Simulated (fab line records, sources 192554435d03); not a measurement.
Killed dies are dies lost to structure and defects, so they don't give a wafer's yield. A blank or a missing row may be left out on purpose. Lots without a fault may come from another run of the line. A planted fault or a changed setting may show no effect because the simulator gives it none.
fab line records | flow n5_finfet | part 2 of 2: steps 28 to 33 of 33
record lots=5 wafers=15 last_day=17
route steps=1938 shown BEOL_M0@739 BEOL_M1@751
lots that met no fault: from a run of the same line without faults
start_h: hours from the record's first day to the start of the lot's first wafer shown | wait_h: hours since the lot's step before | " the same as in the row above | L1.1+2: a row that stands for several wafers | - no value, or no start given | * or withheld: withheld | < > ~ a bound
route shown NAME@n: a module of which the file shows steps, and the number in the route of the first | usual: mean/standard deviation of fault-free wafers | same: alike in all rows | chamber/n: place in a boat | sites: the reading at each site | _std_site: their standard deviation | _edge_site: outer sites' mean less inner sites' | radius_mm: how far each site lies from the wafer's centre | mask NAME#n: copy n | behind: the tool/chamber that last shaped the wafer | hold: why the lot was held/for how many hours/how that ended | device: the transistor (n, p or np) that didn't switch | end of line: the same wafers' tests at the end of the route | a step without rows: its recipe alone | killed: dies lost to structure and defects at the first sort, not the wafer's yield | map: a wafer's dies, x killed, . not, _ none there
set.NAME: the setting as run; set.NAME@STEP: as run at that earlier step | model.NAME: the simulator's own value behind a step, which no gauge read
lots at some steps of the route; a table a step, a row a wafer
services: from which hour (start_h, from the record's first day; less than 0 if before it) a tool's chamber was out of use, for how many hours, and why
## steps
# step N5_BEOL_M1_DESCUM_16
# recipe chemistry=O2 time_s=7 source_power_w=50 bias_power_w=20 pressure_mtorr=20 rf_frequency_hz=2.712e+07 temp_c=40 resist=CAR-EUV o2_flow_sccm=225
# usual drypump_motor_current_A=5.5/0.54 oes_product_au=0.78/0.082 rf_vpp_V=243.0/1.6 showerhead_plenum_p_Torr=2.08/0.088 throttle_valve_pct=20.52/0.25
# columns lot.wafer tool chamber start_h wait_h drypump_motor_current_A oes_product_au rf_hours_counter_h rf_vpp_V showerhead_plenum_p_Torr throttle_valve_pct
L081.2 rie_diel-02 0 162.19 0.1 5.7 0.75 136 240.2 1.94 20.73
L081.4 " 2 " " 5.7 0.85 - 242.3 2.03 20.41
L081.5 " 0 " " 5.7 0.75 - 241.2 1.94 20.72
L090.2 rie_diel-06 0 216.10 0.0 6.2 0.70 230 241.2 1.97 20.79
L090.4 " 3 " " 4.7 0.83 103 243.9 2.10 20.46
L090.6 " 3 " " 4.7 0.83 - 244.0 2.10 20.48
L092.3 rie_diel-03 1 227.56 0.3 5.0 0.86 46 244.8 2.21 20.15
L092.5 " 2 " " 5.2 0.85 - 242.8 2.05 20.59
L092.6 " 1 " " 5.0 0.85 - 244.8 2.21 20.14
L095.1 rie_diel-03 3 247.86 0.0 6.5 0.69 260 241.6 1.97 20.60
L095.3 " 1 " " 5.0 0.85 55 244.7 2.21 20.18
L095.4 " 3 " " 6.5 0.68 - 241.1 1.97 20.62
L097.1 rie_diel-03 2 263.15 0.3 5.3 0.82 78 242.1 2.04 20.60
L097.3 " 0 " " 5.9 0.68 212 244.6 2.18 20.42
L097.5 " 2 " " 5.3 0.83 - 243.3 2.04 20.61
# step N5_BEOL_M1_ETCH_74
# recipe chemistry=N2/H2 target=underlayer target_depth_a=65 mask_material=CAR-EUV time_s=5.2 ion_energy_ev=200 pressure_mtorr=30 source_w=840 bias_w=150 n2_flow_sccm=200 h2_flow_sccm=200 ends=cleared
# usual drypump_motor_current_A=5.5/0.55 etch_rf_on_time_s=5.30/0.17 oes_product_au=0.66/0.069 rf_vpp_V=523/3.3 showerhead_plenum_p_Torr=2.52/0.11 throttle_valve_pct=17.91/0.28
# columns lot.wafer tool chamber start_h wait_h drypump_motor_current_A etch_rf_on_time_s oes_product_au rf_hours_counter_h rf_vpp_V showerhead_plenum_p_Torr throttle_valve_pct
L081.2 rie_diel-02 0 162.23 0.0 5.7 5.35 0.63 136 517 2.36 18.28
L081.4 " 2 " " 5.6 5.21 0.71 - 521 2.45 17.78
L081.5 " 0 " " 5.7 5.35 0.63 - 517 2.36 18.30
L090.2 rie_diel-06 0 216.13 0.0 6.2 5.23 0.61 230 519 2.42 18.42
L090.4 " 3 " " 4.7 5.08 0.71 103 525 2.55 17.81
L090.6 " 3 " " 4.8 5.14 0.71 - 522 2.55 17.81
L092.3 rie_diel-03 1 227.59 0.0 5.0 5.32 0.72 46 530 2.71 17.66
L092.5 " 2 " " 5.3 5.31 0.70 - 523 2.47 17.84
L092.6 " 1 " " 5.0 5.36 0.73 - 527 2.71 17.64
L095.1 rie_diel-03 3 247.90 0.0 6.5 5.44 0.56 260 517 2.39 17.87
L095.3 " 1 " " 5.0 5.31 0.72 55 528 2.70 17.69
L095.4 " 3 " " 6.5 5.42 0.57 - 518 2.39 17.84
L097.1 rie_diel-03 2 263.18 0.0 5.3 5.32 0.69 78 523 2.46 17.84
L097.3 " 0 " " 6.0 5.30 0.59 212 524 2.63 17.77
L097.5 " 2 " " 5.3 5.30 0.69 - 521 2.46 17.87
# step N5_BEOL_M1_ETCH_63
# recipe chemistry=CF4 target=SiARC target_depth_a=156 mask_material=CAR-EUV time_s=26 ion_energy_ev=80 pressure_mtorr=40 source_w=545 bias_w=36 Ar_flow_sccm=100 cf4_flow_sccm=100 ends=cleared
# usual drypump_motor_current_A=5.5/0.55 etch_rf_on_time_s=26.5/0.75 oes_product_au=0.66/0.068 rf_vpp_V=183.9/1.4 showerhead_plenum_p_Torr=2.13/0.089 throttle_valve_pct=15.71/0.26
# columns lot.wafer tool chamber start_h wait_h drypump_motor_current_A etch_rf_on_time_s oes_product_au rf_hours_counter_h rf_vpp_V showerhead_plenum_p_Torr throttle_valve_pct
L081.2 rie_diel-02 0 162.24 0.0 5.8 26.8 0.64 136 181.8 2.00 15.94
L081.4 " 2 " " 5.7 26.4 0.72 - 184.0 2.08 15.49
L081.5 " 0 " " 5.7 26.8 0.63 - 182.2 2.00 15.90
L090.2 rie_diel-06 0 216.15 0.0 6.2 26.4 0.60 230 181.4 2.04 16.17
L090.4 " 3 " " 4.7 25.5 0.71 103 184.3 2.14 15.60
L090.6 " 3 " " 4.7 25.5 0.71 - 185.0 2.14 15.62
L092.3 rie_diel-03 1 227.61 0.0 5.0 26.4 0.73 46 185.7 2.26 15.34
L092.5 " 2 " " 5.2 26.2 0.71 - 184.4 2.07 15.61
L092.6 " 1 " " 5.0 26.3 0.73 - 185.4 2.26 15.33
L095.1 rie_diel-03 3 247.91 0.0 6.4 27.0 0.57 260 182.7 2.02 15.79
L095.3 " 1 " " 5.0 26.6 0.71 55 184.9 2.26 15.35
L095.4 " 3 " " 6.4 27.0 0.57 - 182.0 2.02 15.81
L097.1 rie_diel-03 2 263.20 0.0 5.2 27.0 0.68 78 182.4 2.07 15.65
L097.3 " 0 " " 5.9 26.9 0.58 212 184.5 2.22 15.69
L097.5 " 2 " " 5.2 27.0 0.68 - 181.9 2.07 15.66
# step N5_BEOL_M1_ETCH_64
# recipe chemistry=N2/H2 target=SOC target_depth_a=750 overetch_a=150 mask_material=SiARC temp_c=40 time_s=112.5 ion_energy_ev=200 pressure_mtorr=30 source_w=840 bias_w=150 n2_flow_sccm=200 h2_flow_sccm=200
# usual drypump_motor_current_A=5.5/0.54 oes_product_au=0.62/0.061 rf_vpp_V=523/3.2 showerhead_plenum_p_Torr=2.52/0.11 throttle_valve_pct=17.87/0.28
# columns lot.wafer tool chamber start_h wait_h drypump_motor_current_A oes_product_au rf_hours_counter_h rf_vpp_V showerhead_plenum_p_Torr throttle_valve_pct
L081.2 rie_diel-02 0 162.27 0.0 5.7 0.60 136 519 2.36 18.25
L081.4 " 2 " " 5.7 0.68 - 520 2.45 17.72
L081.5 " 0 " " 5.7 0.59 - 517 2.36 18.24
L090.2 rie_diel-06 0 216.18 0.0 6.2 0.57 230 519 2.42 18.38
L090.4 " 3 " " 4.8 0.65 103 524 2.55 17.77
L090.6 " 3 " " 4.7 0.64 - 524 2.55 17.78
L092.3 rie_diel-03 1 227.64 0.0 5.1 0.68 46 528 2.71 17.62
L092.5 " 2 " " 5.3 0.66 - 523 2.47 17.81
L092.6 " 1 " " 5.0 0.68 - 528 2.71 17.62
L095.1 rie_diel-03 3 247.94 0.0 6.4 0.54 260 520 2.39 17.86
L095.3 " 1 " " 5.0 0.67 55 528 2.70 17.63
L095.4 " 3 " " 6.5 0.54 - 520 2.39 17.84
L097.1 rie_diel-03 2 263.23 0.0 5.3 0.64 78 523 2.46 17.82
L097.3 " 0 " " 6.0 0.55 212 527 2.63 17.75
L097.5 " 2 " " 5.3 0.64 - 522 2.46 17.82
# step N5_BEOL_M1_STRIP_65
# recipe chemistry=N2/H2 temp_c=40 n2_flow_sccm=200 h2_flow_sccm=200 rf_frequency_hz=6e+07
# columns lot.wafer tool chamber start_h wait_h
L081.2+4+5 rie_diel-02 0,2,0 162.38 0.1
L090.2+4+6 rie_diel-06 0,3,3 216.28 0.1
L092.3+5+6 rie_diel-03 1,2,1 227.75 0.1
L095.1+3+4 rie_diel-03 3,1,3 248.05 0.1
L097.1+3+5 rie_diel-03 2,0,2 263.34 0.1
# step N5_BEOL_M1_STRIP_75
# recipe chemistry=N2/H2 temp_c=40 n2_flow_sccm=200 h2_flow_sccm=200 rf_frequency_hz=6e+07
# columns lot.wafer tool chamber start_h wait_h
L081.2+4+5 rie_diel-02 0,2,0 162.39 0.0
L090.2+4+6 rie_diel-06 0,3,3 216.29 0.0
L092.3+5+6 rie_diel-03 1,2,1 227.76 0.0
L095.1+3+4 rie_diel-03 3,1,3 248.06 0.0
L097.1+3+5 rie_diel-03 2,0,2 263.35 0.0
## services
# columns tool chamber start_h hours kind
cmp-03 - 139.08 5.0 pm
pecvd-03 - 150.42 1.3 repair
ecd_cu-02 - 154.37 1.8 repair
euv_scanner-02 - 156.86 1.0 pm
rie_diel-06 0 163.38 9.6 repair
cmp-03 - 165.98 4.6 repair
cvd_co-02 2 167.15 5.6 repair
euv_scanner-01 - 173.61 1.0 pm
euv_scanner-02 - 182.37 4.6 pm
pecvd-04 0 193.65 15.3 repair
cmp-03 - 195.14 4.0 pm
euv_scanner-02 - 213.01 1.0 pm
euv_scanner-01 - 214.02 4.6 pm
cvd_co-01 - 220.05 1.5 repair
ecd_cu-01 - 222.48 0.5 repair
cmp-02 - 225.38 0.5 repair
pecvd-03 0 235.17 7.8 repair
pecvd-02 - 236.17 23.9 repair
euv_scanner-02 - 238.46 22.8 repair
pecvd-04 1 244.42 4.1 repair
ecd_cu-02 - 253.39 0.7 repair
rie_diel-03 3 257.80 - clean
rie_diel-03 3 257.80 - consumable_replace:focus_ring
rie_diel-03 3 257.80 - consumable_replace:showerhead
